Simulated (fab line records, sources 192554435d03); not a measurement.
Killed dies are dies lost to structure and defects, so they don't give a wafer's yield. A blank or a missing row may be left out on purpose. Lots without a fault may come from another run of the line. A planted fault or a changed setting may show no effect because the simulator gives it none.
A struck lot beside a sound one | flow n5_finfet | 15 steps out of a route of 1938
Sound: wafers L390.2, L390.5, L390.6. Struck: wafers L378.2, L378.5, L378.6. The cause comes at the end.
At each step with rows: each side's tool, then ch and its chambers, then its first start. Under that, the readings that differ: sound wafers | struck wafers | difference of the means | sigmas: that difference in standard deviations of wafers without a fault.
alike: readings whose means differ by less than 2 such deviations, and words and numbers that are the same on both sides. not compared: withheld readings, readings that some wafer has no value for, bounds like >300 that may hide the same value, and numbers for which the record gives no deviation and whose values overlap.
The two part at a step that has a row with sigmas, a row that says differs or no value, or rows on one side only. Numbers that don't overlap but have no deviation are shown without sigmas and don't part them. A reading that every wafer of one side lacks parts them only if that side has two wafers or more.

first, 2 steps without rows for these wafers: N5_DUMMY_GATE_PRECLEAN_00 (cleans in O3/DIW, time 60 s); N5_DUMMY_GATE_SRD_01 (time 30 s).
N5_DUMMY_GATE_ALD_02: deposits SiO2, target thk 2 nm, pulse time 1 s.
  sound on ald_sin-04 ch 0,2,3, day 7 15:24; struck on ald_sin-03 ch 0,3, day 4 14:11
  alike: heater_power_w, precursor_pulse_height_rel
then, 3 steps without rows for these wafers: N5_DUMMY_GATE_CVD_03 (deposits a-Si from SiH4, target thk 150 nm, time 8042 s); N5_DUMMY_GATE_PRECLEAN_46 (cleans in DIW, time 89.5 s); N5_DUMMY_GATE_SRD_47 (dry time 32 s).
N5_DUMMY_GATE_CMP_04: polishes a-Si.
  sound on cmp-04 ch 0,1,3, day 7 19:19; struck on cmp-01 ch 0,1,2, day 4 19:58
  alike: motor_current_A, time_to_endpoint_s
N5_DUMMY_GATE_THK_MEAS_05:
  sound on film_metro-01, day 7 19:29; struck on film_metro-02, day 4 20:07
  alike: thk_nm
then, 4 steps without rows for these wafers: N5_DUMMY_GATE_HM_DEP_06 (deposits SiNx from DCS/NH3, target thk 80 nm, time 5141 s); N5_DUMMY_GATE_PECVD_30 (deposits SiO2 from TEOS/O2, target thk 55 nm, time 10.8 s); N5_DUMMY_GATE_COAT_34 (time 60 s, resist thk 60 nm); N5_DUMMY_GATE_COAT_35 (time 60 s, resist thk 10 nm).
N5_DUMMY_GATE_COAT_28: time 60 s, resist thk 10 nm.
  sound on litho_track-05 ch 0, day 7 23:31; struck on litho_track-02 ch 0, day 5 00:08
  reading                                            | sound                | struck               | difference | sigmas
  spin_speed_rpm (rpm)                               | 1500.2 1500.5 1501.2 | 1345.8 1345.3 1344.4 | -155.5     | -99 or more
  model.underlayer_of_DUMMY_GATE_COAT_28.thk_nm (nm) | 10 10 10             | 10.6 10.6 10.6       | +0.6       |
  alike: plate_temp_C
then, 1 step without rows for these wafers: N5_DUMMY_GATE_COAT_09 (resist thk 30 nm).
-- the record jumps here: 8 days lie between the struck wafers' starts before and after (it left off in module DUMMY_GATE and takes up again in module BEOL_M4, whose first step shown is number 1111 of the route) --
N5_BEOL_M4_RC_MEAS_101:
  sound on prober-01 ch 0, day 15 06:31; struck on prober-01 ch 0, day 12 12:28
  alike: DIBL_N, DIBL_P, IOFF_N, IOFF_P, ION_N, ION_P, SS_N, SS_P, VT_N, VT_P

WHERE THEY PART
Only at N5_DUMMY_GATE_COAT_28, within this record. Later steps at which nothing parts them and some readings are alike: N5_BEOL_M4_RC_MEAS_101.

WHY: what the simulator had put in
Process parameter drift: litho_track-02, from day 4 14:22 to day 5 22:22, at N5_DUMMY_GATE_COAT_28. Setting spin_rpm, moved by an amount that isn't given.
